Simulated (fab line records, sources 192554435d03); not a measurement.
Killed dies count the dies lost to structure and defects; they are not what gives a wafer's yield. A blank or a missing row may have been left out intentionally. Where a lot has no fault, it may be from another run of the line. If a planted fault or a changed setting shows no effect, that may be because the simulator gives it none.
fab line records	flow n5-finfet
record lots=9	wafers=27	last-day=17
route steps=1938 shown BEOL_M4@1111 BEOL_M8@1374 PASSIVATION@1936
lots with no fault: from the same line, run without faults
start-h: hours from the record's opening day to when the first of the lot's shown wafers began	wait-h: how many hours have passed since the lot's step before this one	" the same as in the row above	L1.1+2: one row covering several wafers at once	- no value, or no start given	* or withheld: withheld	< > ~ a bound
route shown NAME@n: NAME is a module with steps in the file, n the number in the route of the first one	usual: mean and standard deviation over wafers with no fault	same: alike in all rows	chamber/n: place in a boat	sites: the reading at each site	_std_site: standard deviation of those values	_edge_site: inner sites' mean taken away from outer sites' mean	radius-mm: how far each site lies from the wafer's centre	mask NAME#n: copy n	behind: tool/chamber where the wafer was last shaped	hold: the reason the lot was held/the length of the hold in hours/how it ended	device: names the non-switching transistor (n, p or np)	end of line: at the end of the route, the tests of the same wafers	where a step has no rows: the recipe by itself	killed: not the wafer's yield, but the dies lost to structure and defects at the first sort	map: dies across one wafer; x = killed, . = not, _ = none there
set.NAME: the run value of the setting; set.NAME@STEP: its run value at that earlier step	model.NAME: the simulator's own value behind a step, which no gauge read
route steps across a sampled set of lots; one table per step, one row per wafer
services: the hour from which a tool's chamber was out of use, counted from the record's first day as start-h (under 0 if before that day), plus the number of hours and why
## steps
# step N5_BEOL_M4_RC_MEAS_101
# usual DIBL_N=36.5/1.9	DIBL_P=36.7/2.1	IOFF_N=0.17/0.035	IOFF_P=0.22/0.042	ION_N=676/10	ION_P=462/8.1	SS_N=71.5/0.72	SS_P=73.4/0.7	VT_N=249/3.1	VT_P=-250/3.9
lot.wafer	tool	chamber	start-h	wait-h	DIBL_N[mV/V]	DIBL_P[mV/V]	IOFF_N[nA/um]	IOFF_P[nA/um]	ION_N[uA/um]	ION_P[uA/um]	SS_N[mV/dec]	SS_P[mV/dec]	VT_N[mV]	VT_P[mV]
L637.2	prober-02	0	193.82	0.2	38.4	38.6	0.18	0.23	680	461	72.2	74.0	251	-250
L637.4	"	0	"	"	35.4	36.4	0.14	0.21	681	466	71.0	73.9	251	-249
L637.6	"	0	"	"	36.1	35.7	0.14	0.20	662	459	72.2	73.5	252	-251
L641.1	prober-01	0	224.01	0.0	33.4	35.3	0.13	0.17	680	463	70.1	73.0	252	-253
L641.4	"	0	"	"	35.6	37.7	0.16	0.20	678	461	71.2	73.7	251	-251
L641.5	"	0	"	"	37.1	40.5	0.20	0.24	681	459	71.7	73.8	249	-250
L640.1	prober-02	0	227.58	0.0	38.5	39.7	0.21	0.28	699	476	71.8	74.3	246	-244
L640.2	"	0	"	"	36.0	35.4	0.16	0.20	676	465	70.9	72.7	249	-248
L640.6	"	0	"	"	36.5	36.6	0.16	0.22	683	466	71.2	73.5	249	-249
L642.2	prober-01	0	230.44	0.2	36.7	37.1	0.16	0.21	675	461	72.2	73.9	250	-251
L642.4	"	0	"	"	38.7	39.7	0.20	0.26	681	468	72.9	74.5	247	-246
L642.6	"	0	"	"	34.5	34.2	0.11	0.17	657	457	70.7	72.2	252	-253
L646.2	prober-01	0	255.38	0.2	37.7	38.6	0.19	0.21	680	453	72.7	73.8	245	-252
L646.3	"	0	"	"	36.5	38.0	0.17	0.19	675	456	71.8	73.5	249	-254
L646.6	"	0	"	"	37.2	38.5	0.18	0.20	683	458	72.0	73.6	250	-252
L647.2	prober-02	0	257.03	0.2	37.9	37.9	0.18	0.20	678	456	70.9	73.9	248	-254
L647.3	"	0	"	"	36.5	35.3	0.16	0.17	671	451	71.8	73.2	251	-254
L647.4	"	0	"	"	36.5	36.1	0.15	0.18	669	456	71.2	73.0	251	-254
L648.1	prober-01	0	263.92	0.0	34.3	33.9	0.13	0.16	660	451	70.9	72.6	253	-254
L648.4	"	0	"	"	35.2	35.4	0.15	0.18	676	456	70.2	73.0	250	-254
L648.6	"	0	"	"	35.1	36.1	0.15	0.18	672	458	71.1	73.4	251	-254
L652.2	prober-01	0	298.20	0.2	34.7	37.2	0.13	0.22	663	463	71.5	73.4	254	-249
L652.3	"	0	"	"	34.3	35.7	0.13	0.21	666	461	70.9	73.4	254	-249
L652.4	"	0	"	"	37.2	39.5	0.18	0.26	687	471	72.2	73.7	249	-247
L654.2	prober-02	0	316.44	0.2	35.2	34.6	0.12	0.16	662	454	71.2	72.1	253	-255
L654.5	"	0	"	"	36.2	36.1	0.15	0.17	679	458	71.1	73.1	247	-254
L654.6	"	0	"	"	34.5	34.0	0.12	0.15	659	451	71.2	72.1	253	-256
# step N5_BEOL_M8_VIA_ETCH_34
# recipe chemistry=C4F6/O2	target=SiCOH_lowk	target-depth-a=1255	mask-material=SOC	taper-deg=4	time-s=50.5	ion-energy-ev=250	pressure-mtorr=30	source-w=345	bias-w=185	Ar_flow_sccm=300	C4F6_flow_sccm=10	O2_flow_sccm=10
# usual C4F6_flow_sccm=9.998/0.028	O2_flow_sccm=9.998/0.029	drypump-motor-current-A=5.6/0.32	oes-product-au=0.75/0.064	rf-vpp-V=666/13	showerhead-plenum-p-Torr=2.84/0.073	throttle-valve-pct=21.09/0.17
lot.wafer	tool	chamber	start-h	wait-h	C4F6_flow_sccm	O2_flow_sccm	drypump-motor-current-A	oes-product-au	rf-hours-counter-h	rf-vpp-V	showerhead-plenum-p-Torr	throttle-valve-pct
L637.2	rie-diel-01	1	238.12	0.0	9.982	9.979	5.7	0.87	47	678	2.89	20.85
L637.4	"	0	"	"	9.948	9.953	5.7	0.81	92	673	2.88	21.10
L637.6	"	1	"	"	10.063	10.003	5.7	0.87	-	678	2.89	20.84
L641.1	rie-diel-02	0	263.45	0.0	10.018	9.988	6.2	0.75	184	652	2.73	20.90
L641.4	"	2	"	"	9.975	9.955	5.3	0.70	227	683	2.70	21.44
L641.5	"	1	"	"	10.007	9.990	5.2	0.74	-	656	2.83	20.89
L640.1	rie-diel-02	3	265.90	0.0	10.040	9.971	5.1	0.72	211	687	2.94	21.39
L640.2	"	2	"	"	10.056	10.043	5.3	0.69	227	682	2.70	21.41
L640.6	"	1	"	"	10.047	10.003	5.2	0.74	-	655	2.83	20.91
L642.2	rie-diel-06	2	269.25	0.0	10.018	10.014	5.2	0.67	230	668	2.95	21.19
L642.4	"	3	"	"	10.010	9.986	5.9	0.72	202	644	2.73	21.12
L642.6	"	0	"	"	10.005	10.006	5.2	0.68	-	651	2.92	21.29
L647.2	rie-diel-01	0	299.04	0.0	9.996	10.016	5.8	0.78	113	670	2.87	21.11
L647.3	"	1	"	"	10.002	9.953	5.7	0.85	69	678	2.88	20.88
L647.4	"	3	"	"	10.027	10.061	5.7	0.72	227	671	2.81	21.18
L646.2	rie-diel-06	0	302.10	0.0	9.985	9.972	5.2	0.68	251	652	2.91	21.32
L646.3	"	3	"	"	10.015	9.968	5.9	0.72	214	643	2.72	21.15
L646.6	"	2	"	"	9.981	9.980	5.1	0.67	-	667	2.94	21.19
L648.1	rie-diel-01	3	302.87	0.0	10.014	9.956	5.7	0.71	229	673	2.81	21.19
L648.4	"	0	"	"	10.010	9.993	5.7	0.77	115	672	2.87	21.10
L648.6	"	3	"	"	9.975	9.969	5.7	0.71	-	671	2.81	21.18
L652.2	rie-diel-01	3	333.56	0.0	9.960	10.010	5.7	0.71	239	670	2.81	21.20
L652.3	"	1	"	"	9.953	9.991	5.8	0.83	81	677	2.88	20.89
L652.4	"	2	"	"	9.998	10.027	5.7	0.74	151	654	2.84	21.08
L654.2	rie-diel-06	3	353.04	0.0	9.987	9.998	5.9	0.70	234	642	2.72	21.18
L654.5	"	3	"	"	9.952	10.000	5.9	0.70	-	643	2.72	21.16
L654.6	"	2	"	"	10.008	10.003	5.1	0.66	-	666	2.93	21.22
# step N5_BEOL_M8_ETCH_41
# recipe chemistry=CH3F/O2	target=SiCN	target-depth-a=319	taper-deg=2	time-s=57.8	ion-energy-ev=120	mask-material=TiN	pressure-mtorr=30	source-w=395	bias-w=75	Ar_flow_sccm=150	CH3F_flow_sccm=30	O2_flow_sccm=20
# usual CH3F_flow_sccm=29.99/0.091	O2_flow_sccm=20.00/0.055	drypump-motor-current-A=5.6/0.32	oes-product-au=0.75/0.063	rf-vpp-V=297.2/1.5	showerhead-plenum-p-Torr=1.99/0.054	throttle-valve-pct=16.51/0.18
lot.wafer	tool	chamber	start-h	wait-h	CH3F_flow_sccm	O2_flow_sccm	drypump-motor-current-A	oes-product-au	rf-hours-counter-h	rf-vpp-V	showerhead-plenum-p-Torr	throttle-valve-pct
L637.2	rie-diel-01	1	238.24	-	30.00	20.05	5.7	0.88	47	299.1	2.03	16.24
L637.4	"	0	"	"	30.03	20.02	5.7	0.81	92	297.3	2.02	16.44
L637.6	"	1	"	"	30.00	20.04	5.7	0.86	-	298.8	2.03	16.24
L641.1	rie-diel-02	0	263.58	-	29.83	20.03	6.2	0.74	184	296.4	1.92	16.35
L641.4	"	2	"	"	29.97	20.01	5.3	0.69	227	296.6	1.89	16.84
L641.5	"	1	"	"	29.96	19.91	5.2	0.74	-	298.7	1.99	16.38
L640.1	rie-diel-02	3	266.02	-	30.07	19.94	5.1	0.72	211	299.9	2.07	16.80
L640.2	"	2	"	"	29.95	20.13	5.3	0.69	227	295.5	1.89	16.85
L640.6	"	1	"	"	29.97	20.05	5.2	0.74	-	298.0	1.99	16.38
L642.2	rie-diel-06	2	269.37	-	30.19	19.96	5.1	0.67	230	299.5	2.07	16.58
L642.4	"	3	"	"	29.99	19.96	5.9	0.72	202	295.2	1.91	16.53
L642.6	"	0	"	"	29.98	20.03	5.2	0.68	-	297.7	2.05	16.77
L647.2	rie-diel-01	0	299.16	-	30.04	20.10	5.8	0.78	113	299.0	2.02	16.46
L647.3	"	1	"	"	29.93	19.95	5.7	0.85	69	298.9	2.02	16.30
L647.4	"	3	"	"	30.05	19.90	5.7	0.71	227	299.8	1.97	16.65
L646.2	rie-diel-06	0	302.23	-	29.96	20.04	5.2	0.66	251	296.5	2.05	16.81
L646.3	"	3	"	"	30.19	20.04	5.9	0.71	214	295.9	1.91	16.54
L646.6	"	2	"	"	30.02	19.98	5.1	0.66	-	298.7	2.07	16.62
L648.1	rie-diel-01	3	303.00	-	30.02	19.98	5.7	0.71	229	295.4	1.97	16.64
L648.4	"	0	"	"	30.07	20.02	5.8	0.77	115	297.8	2.02	16.47
L648.6	"	3	"	"	30.02	19.96	5.7	0.72	-	296.4	1.97	16.66
L652.2	rie-diel-01	3	333.68	-	-	-	-	-	-	-	-	-
L652.3	"	1	"	"	-	-	-	-	-	-	-	-
L652.4	"	2	"	"	-	-	-	-	-	-	-	-
L654.2	rie-diel-06	3	353.16	-	-	-	-	-	-	-	-	-
L654.5	"	3	"	"	-	-	-	-	-	-	-	-
L654.6	"	2	"	"	-	-	-	-	-	-	-	-
# step N5_BEOL_M8_STRIP_80
# recipe chemistry=N2/H2	time-s=10	power-w=450	temp-c=40	pressure-mtorr=20	rf-frequency-hz=6e+07	bias-power-w=7	n2-flow-sccm=200	h2-flow-sccm=200
# usual drypump-motor-current-A=5.6/0.32	oes-product-au=0.75/0.063	rf-vpp-V=59.3/0.81	showerhead-plenum-p-Torr=2.52/0.07	throttle-valve-pct=23.79/0.3
lot.wafer	tool	chamber	start-h	wait-h	drypump-motor-current-A	oes-product-au	rf-hours-counter-h	rf-vpp-V	showerhead-plenum-p-Torr	throttle-valve-pct
L637.2	rie-diel-01	1	-	-	5.7	0.88	47	57.8	2.56	23.27
L637.4	"	0	"	"	5.7	0.81	92	60.1	2.56	23.76
L637.6	"	1	"	"	5.7	0.87	-	59.0	2.56	23.27
L641.1	rie-diel-02	0	-	-	6.1	0.74	184	59.9	2.42	23.52
L641.4	"	2	"	"	5.3	0.70	227	56.8	2.39	24.10
L641.5	"	1	"	"	5.3	0.75	-	59.2	2.54	23.66
L640.1	rie-diel-02	3	-	-	5.1	0.71	211	59.2	2.63	24.40
L640.2	"	2	"	"	5.3	0.69	227	58.6	2.39	24.13
L640.6	"	1	"	"	5.3	0.74	-	60.2	2.54	23.69
L642.2	rie-diel-06	2	-	-	5.1	0.68	230	60.4	2.61	23.60
L642.4	"	3	"	"	5.9	0.73	202	57.8	2.43	24.05
L642.6	"	0	"	"	5.2	0.68	-	59.5	2.60	23.85
L647.2	rie-diel-01	0	-	-	5.7	0.80	113	59.1	2.56	23.79
L647.3	"	1	"	"	5.8	0.85	69	59.9	2.56	23.29
L647.4	"	3	"	"	5.7	0.72	227	59.2	2.50	23.81
L646.2	rie-diel-06	0	-	-	5.3	0.67	251	59.1	2.59	23.84
L646.3	"	3	"	"	5.9	0.71	214	59.5	2.42	24.08
L646.6	"	2	"	"	5.1	0.67	-	59.5	2.60	23.62
L648.1	rie-diel-01	3	-	-	5.7	0.71	229	59.9	2.50	23.80
L648.4	"	0	"	"	5.7	0.79	115	59.9	2.55	23.78
L648.6	"	3	"	"	5.7	0.71	-	59.5	2.50	23.81
L652.2	rie-diel-01	3	-	-	5.7	0.71	239	58.6	2.49	23.82
L652.3	"	1	"	"	5.8	0.83	81	59.9	2.55	23.32
L652.4	"	2	"	"	5.7	0.74	151	59.1	2.54	24.02
L654.2	rie-diel-06	3	-	-	5.9	0.70	234	58.7	2.41	24.09
L654.5	"	3	"	"	5.9	0.71	-	58.6	2.41	24.11
L654.6	"	2	"	"	5.1	0.66	-	60.2	2.59	23.62
# step N5_PASSIVATION_PROBE_49
# usual defect-limited-yield=91.4/1.5	killed_at_M0_to_M3=35/12	killed_at_M4_up=13/5.8	killed-at-contacts=12/5.5	killed-at-front-end=36/9.9	killed-at-other=4/3.7	killed-dies=101/18	killed-on-rim=13/4.1	killed-open=66/13	killed-short=33/8	sort_bin_5_function=5.0/1	sort_bin_6_memory=3.2/0.67	sort-n-pass=1079/18	sort-yield-pct=91.4/1.5
# same gross-dies=1180	killed-at-back-side=0	sort_bin_4_leakage[%]=0	sort_bin_8_speed[%]=0
lot.wafer	tool	chamber	start-h	wait-h	defect-limited-yield[%]	killed_at_M0_to_M3	killed_at_M4_up	killed-at-contacts	killed-at-front-end	killed-at-other	killed-dies	killed-on-rim	killed-open	killed-short	sort_bin_5_function[%]	sort_bin_6_memory[%]	sort-n-pass	sort-yield-pct[%]
L641.1	prober-02	-	330.38	0.0	92.6	24	8	17	36	2	87	8	59	23	3.9	2.9	1093	92.6
L641.4	prober-02	-	330.53	0.2	90.3	44	20	19	28	4	115	18	69	45	5.2	3.8	1065	90.3
L641.5	prober-02	-	330.58	0.2	91.8	37	10	21	24	5	97	9	68	29	5.1	2.8	1083	91.8
L640.1	prober-02	-	332.34	0.0	91.2	37	10	12	44	1	104	18	65	39	5.1	3.6	1076	91.2
L640.2	prober-02	-	332.39	0.1	91.6	43	11	7	36	2	99	15	60	39	5.5	2.6	1081	91.6
L640.6	prober-02	-	332.59	0.3	91.9	29	8	15	40	3	95	10	62	32	4.6	3.3	1085	91.9
L642.2	prober-01	-	332.39	0.1	91.2	23	8	12	53	8	104	14	63	40	4.6	3.7	1076	91.2
L642.4	prober-01	-	332.49	0.2	93.4	28	0	7	35	8	78	10	56	22	3.9	2.5	1102	93.4
L642.6	prober-01	-	332.59	0.3	89.5	40	11	9	59	5	124	11	96	28	6.5	3.7	1056	89.5
L648.4	prober-02	-	371.72	0.2	90.6	62	18	10	17	4	111	15	75	32	5.5	3.5	1069	90.6
L652.2	prober-02	-	412.14	0.1	0	29	1098	17	36	0	1180	152	62	38	96.3	3.4	0	0
L652.3	prober-02	-	412.19	0.1	0	39	1073	23	42	3	1180	152	85	35	95.7	3.7	0	0
L652.4	prober-02	-	412.24	0.2	0	20	1110	11	39	0	1180	152	62	29	96.9	2.6	0	0
L654.2	prober-01	-	417.78	0.1	0	24	1119	5	25	7	1180	152	54	18	96.9	2.7	0	0
L654.5	prober-01	-	417.93	0.2	0	28	1121	8	22	1	1180	152	55	21	97.3	2.7	0	0
L654.6	prober-01	-	417.98	0.3	0	47	1088	7	32	6	1180	152	78	31	96.9	2.7	0	0
# killed by level:class
L641.1 MOL_CONTACT_COAG:geometric-particle:open=14 DUMMY_GATE:geometric-particle:open=6 BEOL_M0_SAQP:geometric-particle:short=6 FIN_SAQP:geometric-particle:open=5 STI_FIN_REVEAL:geometric-particle:open=5 BEOL_M2:geometric-particle:open=5 BEOL_M3:geometric-particle:open=5 BEOL_M0_SAQP:geometric-particle:open=4
L641.4 MOL_CONTACT_COAG:geometric-particle:open=12 BEOL_M0_SAQP:geometric-particle:short=12 BEOL_M0_SAQP:geometric-particle:open=11 BEOL_M2:geometric-particle:open=9 STI_FIN_REVEAL:geometric-particle:open=7 MOL_CONTACT_COAG:geometric-particle:short=7 BEOL_M4:geometric-particle:open=6 BEOL_M3:geometric-particle:open=6
L641.5 MOL_CONTACT_COAG:geometric-particle:open=18 BEOL_M2:geometric-particle:open=9 FIN_SAQP:geometric-particle:short=7 BEOL_M0_SAQP:geometric-particle:open=7 BEOL_M3:geometric-particle:open=6 DUMMY_GATE:geometric-particle:open=5 BEOL_M0_SAQP:geometric-particle:short=5 BEOL_M1:geometric-particle:open=5
L640.1 FIN_SAQP:geometric-particle:open=13 BEOL_M0_SAQP:geometric-particle:open=9 BEOL_M0_SAQP:geometric-particle:short=9 BEOL_M3:geometric-particle:open=9 GATE_CUT:geometric-particle:short=8 MOL_CONTACT_COAG:geometric-particle:open=8 MOL_CONTACT_COAG:geometric-particle:short=4 BEOL_M4:geometric-particle:open=4
L640.2 BEOL_M0_SAQP:geometric-particle:short=15 BEOL_M0_SAQP:geometric-particle:open=12 FIN_SAQP:geometric-particle:open=9 BEOL_M2:geometric-particle:open=8 FIN_SAQP:geometric-particle:short=6 MOL_CONTACT_COAG:geometric-particle:open=6 STI_FIN_REVEAL:geometric-particle:open=5 BEOL_M4:geometric-particle:open=4
L642.2 STI_FIN_REVEAL:geometric-particle:open=13 STI_FIN_REVEAL:geometric-particle:short=10 MOL_CONTACT_COAG:geometric-particle:open=8 BEOL_M0_SAQP:geometric-particle:open=7 FIN_SAQP:geometric-particle:open=5 GATE_CUT:geometric-particle:short=5 BEOL_M1:geometric-particle:open=5 STARTING-WAFER:geometric-particle:short=5
L642.4 STI_FIN_REVEAL:geometric-particle:open=9 BEOL_M0_SAQP:geometric-particle:open=9 MOL_CONTACT_COAG:geometric-particle:open=6 BEOL_M0:geometric-particle:open=5 BEOL_M2:geometric-particle:open=5 BEOL_M0_SAQP:geometric-particle:short=4 BEOL_M3:geometric-particle:open=4 STI_FIN_REVEAL:geometric-particle:short=3
L640.6 MOL_CONTACT_COAG:geometric-particle:open=11 FIN_SAQP:geometric-particle:open=10 GATE_CUT:geometric-particle:short=7 STI_FIN_REVEAL:geometric-particle:open=7 BEOL_M2:geometric-particle:open=6 BEOL_M0_SAQP:geometric-particle:open=5 BEOL_M1:geometric-particle:open=5 MOL_CONTACT_COAG:geometric-particle:short=4
L642.6 FIN_SAQP:geometric-particle:open=20 BEOL_M3:geometric-particle:open=17 STI_FIN_REVEAL:geometric-particle:open=15 BEOL_M0_SAQP:geometric-particle:open=10 MOL_CONTACT_COAG:geometric-particle:open=8 FIN_SAQP:geometric-particle:short=5 STI_FIN_REVEAL:geometric-particle:short=4 BEOL_M0_SAQP:geometric-particle:short=4
L648.4 BEOL_M0_SAQP:geometric-particle:short=15 BEOL_M0_SAQP:geometric-particle:open=13 BEOL_M0:geometric-particle:open=9 BEOL_M3:geometric-particle:open=8 BEOL_M4:geometric-particle:open=8 MOL_CONTACT_COAG:geometric-particle:open=7 BEOL_M2:geometric-particle:open=7 DUMMY_GATE:geometric-particle:open=3
L652.2 BEOL_M8:area-etch=1078 MOL_CONTACT_COAG:geometric-particle:open=14 FIN_SAQP:geometric-particle:short=12 BEOL_M1:geometric-particle:open=10 GATE_CUT:geometric-particle:short=7 FIN_SAQP:geometric-particle:open=5 BEOL_M0_SAQP:geometric-particle:open=5 BEOL_M4:geometric-particle:open=5
L652.3 BEOL_M8:area-etch=1058 MOL_CONTACT_COAG:geometric-particle:open=21 BEOL_M0_SAQP:geometric-particle:open=14 BEOL_M4:geometric-particle:open=10 DUMMY_GATE:geometric-particle:open=7 FIN_SAQP:geometric-particle:open=6 STI_FIN_REVEAL:geometric-particle:open=6 BEOL_M1:geometric-particle:open=6
L652.4 BEOL_M8:area-etch=1089 STI_FIN_REVEAL:geometric-particle:open=12 BEOL_M4:geometric-particle:open=12 FIN_SAQP:geometric-particle:short=8 MOL_CONTACT_COAG:geometric-particle:open=7 BEOL_M3:geometric-particle:open=7 BEOL_M4:geometric-particle:short=4 MOL_CONTACT_COAG:geometric-particle:short=4
L654.2 BEOL_M8:area-etch=1108 BEOL_M0:geometric-particle:open=7 BEOL_M4:geometric-particle:open=7 FIN_SAQP:geometric-particle:open=6 STI_FIN_REVEAL:geometric-particle:open=5 BEOL_M0_SAQP:geometric-particle:short=4 BEOL_M1:geometric-particle:open=4 PASS1_CAP:geometric-particle:short=4
L654.5 BEOL_M8:area-etch=1104 BEOL_M1:geometric-particle:open=10 BEOL_M3:geometric-particle:open=7 FIN_SAQP:geometric-particle:open=5 MOL_CONTACT_COAG:geometric-particle:open=5 FIN_SAQP:geometric-particle:short=4 BEOL_M4:geometric-particle:open=4 STARTING-WAFER:geometric-particle:open=4
L654.6 BEOL_M8:area-etch=1071 FIN_SAQP:geometric-particle:open=13 BEOL_M0_SAQP:geometric-particle:short=13 BEOL_M1:geometric-particle:open=12 BEOL_M4:geometric-particle:open=12 BEOL_M3:geometric-particle:open=7 MOL_CONTACT_COAG:geometric-particle:open=6 BEOL_M0_SAQP:geometric-particle:open=6
## services
tool	chamber	start-h	hours	kind
rie-diel-06	2	229.79	1.7	repair
rie-diel-02	2	312.22	9.2	repair
rie-diel-06	0	324.90	17.4	repair
rie-diel-06	3	332.84	3.2	repair
rie-diel-02	2	339.33	-	clean
rie-diel-02	2	339.33	-	consumable-replace:focus-ring
rie-diel-02	2	339.33	-	consumable-replace:showerhead
rie-diel-02	2	339.33	25.6	scheduled-down
rie-diel-02	2	339.33	25.6	vent-cycle
rie-diel-06	0	342.34	-	clean
rie-diel-06	0	342.34	-	consumable-replace:focus-ring
rie-diel-06	0	342.34	26.0	scheduled-down
rie-diel-06	0	342.34	26.0	vent-cycle
## key
first-sign step=N5_BEOL_M8_ETCH_41	reading=tool-record	direction=missing
effect step=N5_PASSIVATION_PROBE_49	reading=killed_at_M4_up	direction=up	sigmas=99+	usual=13	struck=1102
more-kills-born-at N5_BEOL_M8_ETCH_41@rie-diel-06=3283	N5_BEOL_M8_ETCH_41@rie-diel-01=3225
met-at N5_BEOL_M8_ETCH_41
struck-lots L652,L654
later-rows-left-out L652.2,L652.3,L652.4,L654.2,L654.5,L654.6
not-acting-at N5_BEOL_M8_VIA_ETCH_34,N5_BEOL_M8_STRIP_80
onset-between 303.00 333.68
fault kind=skipped-step-whole	tool=rie-diel-01,rie-diel-06	chamber=-	onset-h=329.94	steps=N5_BEOL_M8_ETCH_41	scope=struck-lots-only
# later-rows-left-out: the simulator's readings of these wafers behind a module that went badly wrong aren't trusted and aren't shown, but for the sort
